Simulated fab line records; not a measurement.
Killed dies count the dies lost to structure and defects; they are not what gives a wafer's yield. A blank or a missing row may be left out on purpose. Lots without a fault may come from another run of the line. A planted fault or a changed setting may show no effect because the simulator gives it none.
Chamber matching :: flow n5 finfet :: N5_BEOL_M0_SAQP_STRIP_75 on rie diel-02: 4 sister chambers
The step strips in CF4. 16 wafers are shown with their chamber, then 8 later ones without.

## WAFERS WITH THEIR CHAMBER
wafer: L074.4
chamber: 1
showerhead plenum p Torr (Torr): 1.88
drypump motor current A (A): 5.1
rf vpp V (V): 271.4

wafer: L074.5
chamber: 1
showerhead plenum p Torr (Torr): 1.88
drypump motor current A (A): 5.1
rf vpp V (V): 272.5

wafer: L074.6
chamber: 0
showerhead plenum p Torr (Torr): 1.86
drypump motor current A (A): 6.4
rf vpp V (V): 270.8

wafer: L076.2
chamber: 3
showerhead plenum p Torr (Torr): 1.79
drypump motor current A (A): 6.5
rf vpp V (V): 271.5

wafer: L076.3
chamber: 0
showerhead plenum p Torr (Torr): 1.86
drypump motor current A (A): 6.4
rf vpp V (V): 272.5

wafer: L076.4
chamber: 2
showerhead plenum p Torr (Torr): 1.71
drypump motor current A (A): 6.4
rf vpp V (V): 269.7

wafer: L077.3
chamber: 2
showerhead plenum p Torr (Torr): 1.71
drypump motor current A (A): 6.3
rf vpp V (V): 269.2

wafer: L077.4
chamber: 1
showerhead plenum p Torr (Torr): 1.88
drypump motor current A (A): 5.1
rf vpp V (V): 273.0

wafer: L077.5
chamber: 2
showerhead plenum p Torr (Torr): 1.71
drypump motor current A (A): 6.3
rf vpp V (V): 268.3

wafer: L081.2
chamber: 2
showerhead plenum p Torr (Torr): 1.71
drypump motor current A (A): 6.3
rf vpp V (V): 269.7

wafer: L081.3
chamber: 3
showerhead plenum p Torr (Torr): 1.78
drypump motor current A (A): 6.4
rf vpp V (V): 271.0

wafer: L081.6
chamber: 1
showerhead plenum p Torr (Torr): 1.87
drypump motor current A (A): 5.1
rf vpp V (V): 271.8

wafer: L082.1
chamber: 0
showerhead plenum p Torr (Torr): 1.86
drypump motor current A (A): 6.4
rf vpp V (V): 270.7

wafer: L082.4
chamber: 1
showerhead plenum p Torr (Torr): 1.87
drypump motor current A (A): 5.0
rf vpp V (V): 272.0

wafer: L082.5
chamber: 3
showerhead plenum p Torr (Torr): 1.78
drypump motor current A (A): 6.4
rf vpp V (V): 272.2

wafer: L084.3
chamber: 3
showerhead plenum p Torr (Torr): 1.78
drypump motor current A (A): 6.4
rf vpp V (V): 271.1

SIGNATURES (averages over the wafers above)
reading: showerhead plenum p Torr
chamber 0: 1.8600
chamber 1: 1.8760
chamber 2: 1.7100
chamber 3: 1.7825
scatter within a chamber: 0.00403

reading: drypump motor current A
chamber 0: 6.400
chamber 1: 5.080
chamber 2: 6.325
chamber 3: 6.425
scatter within a chamber: 0.0438

reading: rf vpp V
chamber 0: 271.333
chamber 1: 272.140
chamber 2: 269.225
chamber 3: 271.450
scatter within a chamber: 0.695
Rule: distance of a wafer from a chamber = root of the sum over the readings of ((wafer's reading minus chamber's mean) / reading's scatter) squared. If the next closest chamber is less than 2 further off than the closest, the wafer can't be placed; otherwise it belongs to the closest. The scatter: the root of (the sum of the squares of (reading less its chamber's mean) over the shown wafers, divided by (wafers less chambers)).

## WAFERS WITH NO CHAMBER GIVEN
wafer: L084.4
showerhead plenum p Torr (Torr): 1.71
drypump motor current A (A): 6.3
rf vpp V (V): 269.6

wafer: L084.6
showerhead plenum p Torr (Torr): 1.86
drypump motor current A (A): 6.4
rf vpp V (V): 271.1

wafer: L092.1
showerhead plenum p Torr (Torr): 1.78
drypump motor current A (A): 6.4
rf vpp V (V): 271.3

wafer: L092.4
showerhead plenum p Torr (Torr): 1.87
drypump motor current A (A): 5.1
rf vpp V (V): 271.4

wafer: L092.6
showerhead plenum p Torr (Torr): 1.85
drypump motor current A (A): 6.4
rf vpp V (V): 271.6

wafer: L097.3
showerhead plenum p Torr (Torr): 1.87
drypump motor current A (A): 5.1
rf vpp V (V): 272.9

wafer: L097.4
showerhead plenum p Torr (Torr): 1.85
drypump motor current A (A): 6.4
rf vpp V (V): 271.7

wafer: L097.6
showerhead plenum p Torr (Torr): 1.70
drypump motor current A (A): 6.3
rf vpp V (V): 269.4

## WHICH CHAMBER EACH ONE RAN IN
wafer: L084.4
from the rows above: 2
in truth: 2

wafer: L084.6
from the rows above: 0
in truth: 0

wafer: L092.1
from the rows above: 3
in truth: 3

wafer: L092.4
from the rows above: 1
in truth: 1

wafer: L092.6
from the rows above: 0
in truth: 0

wafer: L097.3
from the rows above: 1
in truth: 1

wafer: L097.4
from the rows above: 0
in truth: 0

wafer: L097.6
from the rows above: 2
in truth: 2
8 of 8 placed correctly. Number that these rows cannot place: 0. Number placed wrongly: 0.
